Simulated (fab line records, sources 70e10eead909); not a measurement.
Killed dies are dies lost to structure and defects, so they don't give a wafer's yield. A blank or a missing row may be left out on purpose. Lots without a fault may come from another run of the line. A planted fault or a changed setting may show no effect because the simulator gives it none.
fab line records | flow nand_harc
record lots=14 wafers=42 last_day=33
route steps=1302 shown A_CHANNEL_FILL_D1@517 A_DECK1_JOINT@527 A_ONON_D2@551
lots that met no fault: from a run of the same line without faults
start_h: hours from the record's first day to the start of the lot's first wafer shown | wait_h: hours since the lot's step before | " the same as in the row above | L1.1+2: a row that stands for several wafers | - no value, or no start given | * or withheld: withheld | < > ~ a bound
route shown NAME@n: a module of which the file shows steps, and the number in the route of the first | usual: mean/standard deviation of fault-free wafers | same: alike in all rows | chamber/n: place in a boat | sites: the reading at each site | _std_site: their standard deviation | _edge_site: outer sites' mean less inner sites' | radius_mm: how far each site lies from the wafer's centre | mask NAME#n: copy n | behind: the tool/chamber that last shaped the wafer | hold: why the lot was held/for how many hours/how that ended | device: the transistor (n, p or np) that didn't switch | end of line: the same wafers' tests at the end of the route | a step without rows: its recipe alone | killed: dies lost to structure and defects at the first sort, not the wafer's yield | map: a wafer's dies, x killed, . not, _ none there
set.NAME: the setting as run; set.NAME@STEP: as run at that earlier step | model.NAME: the simulator's own value behind a step, which no gauge read
steps of the route over a sample of lots; a table a step, a row a wafer
services: from which hour (start_h, from the record's first day; less than 0 if before it) a tool's chamber was out of use, for how many hours, and why
## steps
# step NHARC_A_CHANNEL_FILL_D1_INSPECT_13
# usual raw_defect_count=305/120
# columns lot.wafer tool chamber start_h wait_h raw_defect_count
L689.1 defect_inspect-01 - 237.51 0.0 282
L689.4 " - " " 343
L689.6 " - " " 200
L690.3 defect_inspect-02 - 244.21 0.0 328
L690.4 " - " " 289
L690.5 " - " " 330
L691.3 defect_inspect-02 - 259.28 0.0 296
L691.5 " - " " 259
L691.6 " - " " 312
L692.2 defect_inspect-02 - 275.82 0.0 310
L692.3 " - " " 211
L692.4 " - " " 256
L697.3 defect_inspect-02 - 321.72 0.0 204
L697.4 " - " " 177
L697.6 " - " " 362
L699.2 defect_inspect-01 - 330.02 0.0 189
L699.3 " - " " 216
L699.5 " - " " 312
L705.1 defect_inspect-02 - 401.03 0.0 533
L705.3 " - " " 699
L705.5 " - " " 412
L706.1 defect_inspect-02 - 409.43 0.0 166
L706.3 " - " " 108
L706.6 " - " " 81
L707.1 defect_inspect-01 - 418.21 0.0 286
L707.2 " - " " 259
L707.3 " - " " 321
L708.1 defect_inspect-01 - 425.00 0.0 280
L708.4 " - " " 291
L708.5 " - " " 252
L709.1 defect_inspect-01 - 440.09 0.0 409
L709.4 " - " " 329
L709.6 " - " " 516
L710.1 defect_inspect-01 - 448.21 0.0 324
L710.3 " - " " 332
L710.5 " - " " 337
L711.3 defect_inspect-01 - 450.95 0.0 518
L711.4 " - " " 234
L711.5 " - " " 303
L712.1 defect_inspect-01 - 483.44 0.0 228
L712.4 " - " " 384
L712.5 " - " " 405
# step NHARC_A_DECK1_JOINT_CMP_13
# recipe target_thk_nm=51.023
# usual motor_current_A=11.9/1.2 slurry_filter_dp_kPa=13.50/0.16 time_to_endpoint_s=8.6/2
# columns lot.wafer tool chamber start_h wait_h motor_current_A slurry_filter_dp_kPa time_to_endpoint_s
L689.4 cmp-04 2 247.71 0.4 13.7 13.29 11.6
L689.1 " 3 " " 10.4 13.68 8.9
L689.6 " 3 " " 11.1 13.22 9.2
L690.3 cmp-03 1 256.11 0.4 11.3 13.62 8.8
L690.4 " 2 " " 11.9 13.52 8.6
L690.5 " 0 " " 10.9 13.35 7.4
L691.3 cmp-03 0 269.62 0.4 11.2 13.33 8.0
L691.5 " 3 " " 12.2 13.45 8.6
L691.6 " 0 " " 11.5 13.52 8.1
L692.4 cmp-03 1 286.38 0.5 12.6 13.75 11.5
L692.2 " 2 " " 12.0 13.69 10.3
L692.3 " 3 " " 11.7 13.41 10.2
L697.3 cmp-03 1 332.06 0.4 12.1 13.53 10.1
L697.4 " 3 " " 12.4 13.69 7.9
L697.6 " 2 " " 11.2 13.77 9.0
L699.3 cmp-03 0 340.44 0.4 11.2 13.42 4.0
L699.2 " 1 " " 11.9 13.69 6.6
L699.5 " 2 " " 12.4 13.49 7.1
L705.1 cmp-03 2 411.45 0.4 12.1 13.89 8.5
L705.3 " 3 " " 12.5 13.47 8.4
L705.5 " 1 " " 12.1 13.47 12.4
L706.3 cmp-01 1 419.76 0.4 10.9 13.29 7.0
L706.1 " 3 " " 12.2 13.45 9.6
L706.6 " 2 " " 13.0 13.38 10.5
L707.3 cmp-04 1 431.53 0.4 11.0 13.64 4.1
L707.2 " 2 " " 13.4 13.52 8.8
L707.1 " 3 " " 10.3 13.37 9.6
L708.4 cmp-04 3 439.26 0.4 10.9 13.58 9.9
L708.1 " 2 " " 14.1 13.43 11.3
L708.5 " 3 " " 11.0 13.80 8.6
L709.1 cmp-04 2 450.50 0.4 14.0 13.41 10.2
L709.4 " 3 " " 10.3 13.46 10.4
L709.6 " 1 " " 9.8 13.62 6.5
L710.3 cmp-01 3 458.59 0.4 12.7 13.40 9.0
L710.1 " 1 " " 11.4 13.71 10.1
L710.5 " 0 " " 13.4 13.48 9.2
L711.3 cmp-01 1 461.35 0.4 11.6 13.53 7.4
L711.4 " 2 " " 12.2 13.32 5.1
L711.5 " 3 " " 12.8 13.56 4.6
L712.4 cmp-03 3 493.76 0.4 12.1 13.58 9.8
L712.1 " 2 " " 11.6 13.71 11.2
L712.5 " 3 " " 12.3 13.80 9.1
# step NHARC_A_ONON_D2_DEP_09
# recipe target_thk_a=10000 n2_flow_sccm=2750 n2o_flow_sccm=2000 nh3_flow_sccm=500 sih4_flow_sccm=210 temp_c=400
# usual nh3_flow_sccm=500.2/1.6
# columns lot.wafer tool chamber start_h wait_h nh3_flow_sccm
L689.1 pecvd_onon-04 0 275.06 0.1 503.3
L689.4 " 0 " " 502.5
L689.6 " 0 " " 501.2
L690.3 pecvd_onon-04 0 282.41 0.2 500.8
L690.4 " 0 " " 498.7
L690.5 " 0 " " 500.5
L691.3 pecvd_onon-04 0 298.23 0.2 500.1
L691.5 " 0 " " 500.2
L691.6 " 0 " " 500.7
L692.2 pecvd_onon-01 0 315.37 0.1 499.9
L692.3 " 0 " " 502.9
L692.4 " 0 " " 501.5
L697.3 pecvd_onon-01 0 357.33 0.2 503.2
L697.4 " 0 " " 499.3
L697.6 " 0 " " 501.6
L699.2 pecvd_onon-01 0 367.56 0.1 501.2
L699.3 " 0 " " 498.0
L699.5 " 0 " " 500.7
L705.1 pecvd_onon-04 0 439.72 0.1 498.3
L705.3 " 0 " " 498.9
L705.5 " 0 " " 498.6
L706.1 pecvd_onon-01 0 448.23 0.1 502.6
L706.3 " 0 " " 503.4
L706.6 " 0 " " 502.2
L707.1 pecvd_onon-03 0 456.40 0.1 498.1
L707.2 " 0 " " 502.0
L707.3 " 0 " " 500.5
L708.1 pecvd_onon-03 0 467.64 0.1 500.4
L708.4 " 0 " " 498.4
L708.5 " 0 " " 497.7
L709.1 pecvd_onon-04 0 482.15 0.1 496.3
L709.4 " 0 " " 498.3
L709.6 " 0 " " 497.7
L710.1 pecvd_onon-04 0 486.53 0.1 500.6
L710.3 " 0 " " 501.0
L710.5 " 0 " " 500.9
L711.3 pecvd_onon-03 0 486.63 0.2 499.9
L711.4 " 0 " " 499.0
L711.5 " 0 " " 501.0
L712.1 pecvd_onon-04 0 517.45 0.1 499.7
L712.4 " 0 " " 499.5
L712.5 " 0 " " 499.0
# step NHARC_A_ONON_D2_THK_MEAS_11
# recipe thk_meas_gauge=ellipsometry
# usual thk_nm=999/10
# columns lot.wafer tool chamber start_h wait_h thk_nm
L689.1 film_metro-02 - 275.57 - 1010
L689.4 " - " " 1008
L689.6 " - " " 1008
L690.3 film_metro-02 - 282.81 - 1018
L690.4 " - " " 1018
L690.5 " - " " 1018
L691.3 film_metro-01 - 298.65 - 1012
L691.5 " - " " 1012
L691.6 " - " " 1015
L692.2 film_metro-02 - 315.82 - 993
L692.3 " - " " 994
L692.4 " - " " 996
L697.3 film_metro-01 - 357.72 - 1010
L697.4 " - " " 674
L697.6 " - " " 1010
L699.2 film_metro-01 - 368.02 - 661
L699.3 " - " " 997
L699.5 " - " " 663
L705.1 film_metro-02 - 440.22 - 1004
L705.3 " - " " 1006
L705.5 " - " " 1004
L706.1 film_metro-01 - 448.74 - 980
L706.3 " - " " 980
L706.6 " - " " 981
L707.1 film_metro-02 - 456.91 - 997
L707.2 " - " " 1001
L707.3 " - " " 999
L708.1 film_metro-02 - 468.15 - 978
L708.4 " - " " 978
L708.5 " - " " 979
L709.1 film_metro-01 - 482.65 - 998
L709.4 " - " " 999
L709.6 " - " " 999
L711.3 film_metro-01 - 487.02 - 1002
L711.4 " - " " 1003
L711.5 " - " " 1002
L710.1 film_metro-02 - 487.04 - 997
L710.3 " - " " 996
L710.5 " - " " 995
L712.1 film_metro-01 - 517.97 - 1000
L712.4 " - " " 1002
L712.5 " - " " 1002
## services
# columns tool chamber start_h hours kind
pecvd_onon-03 - 227.00 13.0 pm
cmp-04 - 236.79 4.0 pm
cmp-03 - 244.84 2.9 repair
cmp-01 - 245.49 2.6 repair
cmp-01 - 256.48 1.1 repair
cmp-03 - 261.86 4.0 pm
cmp-01 - 267.78 0.6 repair
pecvd_onon-01 - 269.41 13.0 pm
cmp-04 - 280.20 1.4 repair
cmp-04 - 281.87 7.7 repair
pecvd_onon-04 - 311.00 13.0 pm
cmp-03 - 324.32 0.7 repair
cmp-04 - 334.79 4.0 pm
cmp-03 - 359.86 4.0 pm
cmp-03 - 394.43 1.1 repair
cmp-04 - 401.27 3.3 repair
cmp-04 - 414.67 0.6 repair
cmp-03 - 420.31 0.4 repair
cmp-04 - 432.79 4.0 pm
cmp-03 - 449.61 1.3 repair
pecvd_onon-01 - 450.41 13.0 pm
cmp-03 - 457.86 4.0 pm
pecvd_onon-04 - 461.79 1.3 repair
pecvd_onon-04 - 492.27 13.0 pm
## key
first_sign step=NHARC_A_ONON_D2_THK_MEAS_11 reading=thk_nm direction=down sigmas=33 usual=999 struck=666
effect none on later readings
met_at NHARC_A_ONON_D2_DEP_09
struck_lots L697,L699
struck_wafers L697.4,L699.2,L699.5
later_rows_left_out L697.4,L699.2,L699.5
sort_left_out L697.4,L699.2,L699.5
tester_left_out L697,L699
not_acting_at NHARC_A_CHANNEL_FILL_D1_INSPECT_13,NHARC_A_DECK1_JOINT_CMP_13
onset_between 315.37 357.33
fault kind=process_parameter_drift tool=pecvd_onon-01 chamber=- onset_h=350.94 steps=NHARC_A_ONON_D2_DEP_09 channel=target_thk_a offset=* shape=step end_h=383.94 scope=struck_wafers_only acts_in=* stated=*
# tester_left_out: of these lots the tester's yield and bins aren't shown, on N5 and GAA mostly nor the transistor test; their killed dies are dies lost to structure and defects alone, not to doping, threshold or leakage, so they don't give the yield
# sort_left_out: the simulated sort isn't trusted on such a fault, so these wafers' sort isn't shown, and their yield isn't known
# later_rows_left_out: the simulator's readings of these wafers behind a module that went badly wrong aren't trusted and aren't shown, but for the sort
